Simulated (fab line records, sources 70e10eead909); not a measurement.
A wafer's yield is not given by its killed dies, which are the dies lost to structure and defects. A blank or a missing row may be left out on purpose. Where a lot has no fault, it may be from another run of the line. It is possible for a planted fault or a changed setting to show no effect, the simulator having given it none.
Which tool was responsible?	flow nand-harc	72 wafers sampled from 24 lots at 1 step of a route of 1159

WHAT THE GAUGES READ, wafer by wafer
NHARC_A_CONTACT_INSPECT_10.
lot	measured	on	raw-defect-count
L074	day 17 02:04	defect-inspect-02	27 16 25
L075	day 17 08:49	defect-inspect-02	7 11 10
L078	day 17 10:59	defect-inspect-01	19 16 16
L076	day 17 12:27	defect-inspect-01	34 39 24
L077	day 17 15:30	defect-inspect-01	21 39 26
L080	day 19 00:56	defect-inspect-01	36 35 36
L081	day 19 01:59	defect-inspect-01	35 36 39
L082	day 19 08:23	defect-inspect-01	12 13 8
L083	day 19 10:38	defect-inspect-01	13 29 26
L079	day 19 10:41	defect-inspect-02	5 9 8
L084	day 19 12:32	defect-inspect-02	45 45 42
L087	day 19 19:02	defect-inspect-01	35 25 23
L086	day 19 20:11	defect-inspect-01	22 33 42
L085	day 20 20:27	defect-inspect-02	24 25 37
L091	day 21 02:03	defect-inspect-01	27 29 43
L088	day 21 05:05	defect-inspect-02	31 33 26
L090	day 21 10:31	defect-inspect-01	55 54 39
L089	day 21 12:24	defect-inspect-01	10 30 20
L092	day 21 20:17	defect-inspect-02	38 30 38
L093	day 22 01:14	defect-inspect-02	42 31 43
L094	day 22 14:28	defect-inspect-02	51 54 52
L095	day 22 15:52	defect-inspect-01	14 25 20
L097	day 22 20:05	defect-inspect-01	15 20 19
L096	day 22 22:06	defect-inspect-01	34 29 44

WHICH TOOL RAN EACH LOT (tool, then ch and the chambers of the sampled wafers, then the start)
The record shows no process step preceding these readings.

AS READ BY THE TOOLS THEMSELVES (means over the sampled wafers that have a number; for cases with no such wafer, the mark the record gives instead)
The record holds no such reading with a usual standard deviation.

THE ANSWER, worked out from the rows above alone
Rule: usual is defined by the lots themselves. Put in order of their means at a reading, lots are off if they are a third of the lots or fewer, leave a main group of 4 or more, and stand apart from it by a gap of 3 or more times the standard deviation of the main group's means; of several such gaps the widest counts. If all means in a main group match to the digits the tables above print for the reading, that group is not used. A lot without any number at a reading at which 4 lots or more have one is off too. Where the step has rows for the other lots, those lots are counted as sound. After the gauges, taken in route order, come the tools' own readings; for these a lot's mean is taken, as printed above. At the first step where some lot is off, the reading lying furthest off is the one used; lots without a number count as furthest.
No lot is off at any reading shown: from this, nothing can be told.

WHAT HAD BEEN PUT IN BY THE SIMULATOR
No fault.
